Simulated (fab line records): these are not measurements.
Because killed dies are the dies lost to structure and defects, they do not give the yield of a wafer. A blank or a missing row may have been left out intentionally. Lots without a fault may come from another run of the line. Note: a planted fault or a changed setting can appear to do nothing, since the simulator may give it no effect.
Chamber matching	flow nandHarc	NHARC_P_BONDPAD_CMP_32 on cmp-04 has 4 sister chambers
The step polishes SiCN, target thk 200 nm. 18 wafers are shown with their chamber, then 9 later ones without.

## WAFERS PAIRED WITH THEIR CHAMBERS
wafer	chamber	motorCurrentA (A)
L075.1	0	9.7
L075.3	3	12.6
L075.5	0	10.0
L076.2	0	9.8
L076.4	2	12.7
L076.5	2	11.5
L077.2	3	12.2
L077.3	0	9.7
L077.6	0	9.6
L084.3	0	9.3
L084.4	3	12.8
L084.5	2	11.4
L089.2	1	15.9
L089.3	0	10.5
L089.5	3	12.4
L088.1	1	16.3
L088.4	3	12.2
L088.5	0	9.3

SIGNATURES, as means of the wafers listed above
reading	chamber 0	chamber 1	chamber 2	chamber 3	scatter within a chamber
motorCurrentA	9.738	16.100	11.867	12.440	0.419
Rule: for a wafer and a chamber, the distance is found by dividing, reading by reading, the gap between the wafer's reading and the chamber's mean by the reading's scatter, squaring, summing and taking the root. If the next closest chamber is less than 2 further off than the closest, the wafer can't be placed; otherwise it belongs to the closest. The scatter: the root of (the sum of the squares of (reading less its chamber's mean) over the shown wafers, divided by (wafers less chambers)).

## WAFERS WHOSE CHAMBER IS MISSING
wafer	motorCurrentA (A)
L090.2	9.7
L090.3	12.2
L090.6	12.3
L091.2	12.5
L091.4	15.5
L091.5	15.9
L094.2	12.5
L094.4	10.0
L094.5	11.7

## THE CHAMBER EACH PASSED THROUGH
wafer	from the rows above	in truth
L090.2	0	0
L090.3	can't be placed: 3 or 2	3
L090.6	can't be placed: 3 or 2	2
L091.2	can't be placed: 3 or 2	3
L091.4	1	1
L091.5	1	1
L094.2	can't be placed: 3 or 2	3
L094.4	0	0
L094.5	can't be placed: 2 or 3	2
4 of 9 placed correctly. Cannot be placed on the basis of these rows: 5; the candidates contain the true chamber in 5. Wrongly placed: 0.
